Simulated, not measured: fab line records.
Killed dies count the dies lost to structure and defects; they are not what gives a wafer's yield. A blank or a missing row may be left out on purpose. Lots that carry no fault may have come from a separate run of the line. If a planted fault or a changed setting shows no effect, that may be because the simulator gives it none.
Chamber matching || flow n5_finfet || N5_BEOL_M2_ALD_84 on ald_metal-04: 4 sister chambers
The step deposits TaN, pulse time 2 s, purge time 3 s, co reactant purge time 2 s. 4 wafers are shown with their chamber, then 10 later ones without.

## WAFERS PAIRED WITH THEIR CHAMBERS
{"wafer": "L081.4", "chamber": 1, "heater_power_w (W)": 366}
{"wafer": "L083.3", "chamber": 2, "heater_power_w (W)": 390}
{"wafer": "L083.4", "chamber": 0, "heater_power_w (W)": 442}
{"wafer": "L087.5", "chamber": 3, "heater_power_w (W)": 473}

## WAFERS WHOSE CHAMBER IS MISSING
{"wafer": "L087.6", "heater_power_w (W)": 451}
{"wafer": "L088.4", "heater_power_w (W)": 439}
{"wafer": "L088.5", "heater_power_w (W)": 470}
{"wafer": "L088.6", "heater_power_w (W)": 391}
{"wafer": "L090.2", "heater_power_w (W)": 450}
{"wafer": "L090.3", "heater_power_w (W)": 445}
{"wafer": "L090.5", "heater_power_w (W)": 477}
{"wafer": "L093.2", "heater_power_w (W)": 370}
{"wafer": "L093.3", "heater_power_w (W)": 379}
{"wafer": "L093.6", "heater_power_w (W)": 378}

## CHAMBER TAKEN BY EACH
{"wafer": "L087.6", "from the rows above": "can't be placed: 0 or 3", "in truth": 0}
{"wafer": "L088.4", "from the rows above": 0, "in truth": 0}
{"wafer": "L088.5", "from the rows above": 3, "in truth": 3}
{"wafer": "L088.6", "from the rows above": 2, "in truth": 2}
{"wafer": "L090.2", "from the rows above": 0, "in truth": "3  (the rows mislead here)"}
{"wafer": "L090.3", "from the rows above": 0, "in truth": 0}
{"wafer": "L090.5", "from the rows above": 3, "in truth": 3}
{"wafer": "L093.2", "from the rows above": 1, "in truth": 1}
{"wafer": "L093.3", "from the rows above": "can't be placed: 2 or 1", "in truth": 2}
{"wafer": "L093.6", "from the rows above": "can't be placed: 1 or 2", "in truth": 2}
Placed correctly: 6 of 10. Unplaceable from these rows: 3, with the true chamber sitting among the candidates in 3. Wrongly placed: 1.
How it was worked out, from the rows above alone: a wafer's distance from a chamber is the root of the sum, over the readings, of the square of ((its reading less the chamber's mean) divided by the reading's scatter). If the next closest chamber is less than 2 further off than the closest, the wafer can't be placed; otherwise it belongs to the closest. A chamber's mean is the mean of its shown wafers. The scatter (one wafer shown for each chamber): square how far every hidden wafer sits from the nearest shown wafer, average those squares and take the square root.
